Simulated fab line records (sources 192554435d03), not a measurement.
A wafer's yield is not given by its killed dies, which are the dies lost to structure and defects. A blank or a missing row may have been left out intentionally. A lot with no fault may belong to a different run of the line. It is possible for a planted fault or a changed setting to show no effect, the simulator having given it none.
Chamber matching || flow n5 finfet || N5_PMOS_HMC_CHANNEL_EPI_CMP_21 on cmp-03: 4 sister chambers
The step polishes SiGe30, target thk 54 nm. 4 wafers are shown with their chamber, then 7 later ones without.

## WAFERS, EACH WITH ITS CHAMBER
{"wafer": "L082.3", "chamber": 2, "motor current A (A)": 10.4}
{"wafer": "L084.2", "chamber": 0, "motor current A (A)": 12.4}
{"wafer": "L090.2", "chamber": 1, "motor current A (A)": 15.3}
{"wafer": "L092.2", "chamber": 3, "motor current A (A)": 10.8}

## WAFERS MISSING THEIR CHAMBER
{"wafer": "L092.3", "motor current A (A)": 10.5}
{"wafer": "L092.4", "motor current A (A)": 12.6}
{"wafer": "L093.3", "motor current A (A)": 11.9}
{"wafer": "L093.4", "motor current A (A)": 11.3}
{"wafer": "L094.2", "motor current A (A)": 10.8}
{"wafer": "L094.3", "motor current A (A)": 11.5}
{"wafer": "L095.4", "motor current A (A)": 15.6}

## EACH ONE'S CHAMBER
{"wafer": "L092.3", "from the rows above": "can't be placed: 2 or 3", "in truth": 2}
{"wafer": "L092.4", "from the rows above": 0, "in truth": 0}
{"wafer": "L093.3", "from the rows above": "can't be placed: 0 or 3", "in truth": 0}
{"wafer": "L093.4", "from the rows above": "can't be placed: 3 or 2 or 0", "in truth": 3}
{"wafer": "L094.2", "from the rows above": "can't be placed: 3 or 2", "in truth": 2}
{"wafer": "L094.3", "from the rows above": "can't be placed: 3 or 0 or 2", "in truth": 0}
{"wafer": "L095.4", "from the rows above": 1, "in truth": 1}
Placed correctly: 2 of 7. Cannot be placed on the basis of these rows: 5; the candidates contain the true chamber in 5. Placed wrongly: 0.
How it was worked out, from the rows above alone: a wafer's distance from a chamber is the root of the sum, over the readings, of the square of ((its reading less the chamber's mean) divided by the reading's scatter). The wafer belongs to the nearest chamber; if the next one is less than 2 further off, it can't be placed. Each chamber's mean is taken over the wafers shown for it. The scatter (one wafer shown for each chamber): square how far every hidden wafer sits from the nearest shown wafer, average those squares and take the square root.
